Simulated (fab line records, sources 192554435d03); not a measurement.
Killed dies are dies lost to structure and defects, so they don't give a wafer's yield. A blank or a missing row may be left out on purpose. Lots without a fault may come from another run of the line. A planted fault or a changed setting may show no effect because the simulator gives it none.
Split-lot experiment | flow n5_finfet | 7 lots, 21 wafers read, on a route of 1938 steps

THE SPLIT
At N5_GATE_CUT_ALD_22 (deposits SiNx, target thk 16 nm, pulse time 1 s, ald cycles 320), the setting ald_cycles was moved away from the recipe's 320 on 7 of the 21 wafers read, by -11.3% to +14.4%. The other wafers ran this setting at the recipe's value.

The reading is taken at the split's own step.

THE READING
SiNx_of_GATE_CUT_ALD_22.thk_nm (the simulator's own value, which no gauge read), in nm, at N5_GATE_CUT_ALD_22 (deposits SiNx, target thk 16 nm, pulse time 1 s, ald cycles 320). The file gives no usual value for it. The 14 wafers here that ran the recipe average 16.0 nm, standard deviation 0.11 nm.

wafer  | tool, chamber at the split | ald_cycles as run | against the recipe | SiNx_of_GATE_CUT_ALD_22.thk_nm, nm | against lot-mates on the recipe
L074.1 | ald_sin-03, 3,0,0          | 320               | recipe             | 16                                 | -
L074.3 | ald_sin-03, 3,0,0          | 320               | recipe             | 16                                 | -
L074.5 | ald_sin-03, 3,0,0          | 320               | recipe             | 16                                 | -
L080.2 | ald_sin-03, 1              | 284               | -11.3%             | 14.2                               | -2.0
L080.5 | ald_sin-03, 1              | 284               | -11.3%             | 14.2                               | -2.0
L080.6 | ald_sin-03, 0              | 320               | recipe             | 16.2                               | -
L083.1 | ald_sin-03, 3              | 366               | +14.4%             | 18.4                               | +2.6
L083.2 | ald_sin-03, 2              | 366               | +14.4%             | 18.2                               | +2.4
L083.5 | ald_sin-03, 2              | 320               | recipe             | 15.8                               | -
L086.3 | ald_sin-04, 2              | 305               | -4.7%              | 15.2                               | -0.8
L086.4 | ald_sin-04, 1              | 320               | recipe             | 16                                 | -
L086.6 | ald_sin-04, 3              | 305               | -4.7%              | 15.4                               | -0.6
L091.1 | ald_sin-04, 3              | 320               | recipe             | 16                                 | -
L091.2 | ald_sin-04, 2              | 320               | recipe             | 15.8                               | -
L091.5 | ald_sin-04, 2              | 320               | recipe             | 15.8                               | -
L093.3 | ald_sin-04, 3              | 320               | recipe             | 16                                 | -
L093.5 | ald_sin-04, 3              | 303               | -5.3%              | 15.2                               | -0.7
L093.6 | ald_sin-04, 2              | 320               | recipe             | 15.8                               | -
L097.3 | ald_sin-04, 0,2,1          | 320               | recipe             | 16                                 | -
L097.4 | ald_sin-04, 0,2,1          | 320               | recipe             | 16                                 | -
L097.6 | ald_sin-04, 0,2,1          | 320               | recipe             | 16                                 | -
Where a row lists several chambers, the file gives one row for several wafers and doesn't say which wafer went through which chamber.

THE FIT
A straight line over all 21 wafers: SiNx_of_GATE_CUT_ALD_22.thk_nm changes by +0.159 nm for each +1% of ald_cycles; r = +0.99; the points scatter about the line by 0.11 nm.
The same after taking each lot's own level away (the mean of its wafers on the recipe; 21 wafers): +0.172 nm for each +1%; r = +1.00; scatter 0.091 nm.
On that fit, the largest move of ald_cycles shifts the reading by 2.5 nm.
The lots' own levels span 15.80 to 16.20 nm, that is 3.6 times the standard deviation above.
So the lot-to-lot level changes the slope little: the two slopes agree.
Check: with one of the wafers moved furthest among these (+14.4%) left out of the fit, the line predicts +2.44 nm for it against its lot-mates. It came out at +2.6 nm against them.

OTHER SPLITS ON THESE WAFERS
These wafers also went through other splits before the reading. Each is held against what the fit with the lots' levels taken away leaves over:
other split on the same wafers | wafers away from the commonest value | r with SiNx_of_GATE_CUT_ALD_22.thk_nm (lot level and that fit taken away)
N5_HKMG_FIN_COAT_06 spin_rpm   | 7                                    | +0.13
N5_HKMG_FIN_ETCH_35 time_s     | 8                                    | -0.03

THE FILE'S OWN FIT
SiNx_of_GATE_CUT_ALD_22.thk_nm changes by +0.171 nm for each +1% of ald_cycles, r = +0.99.
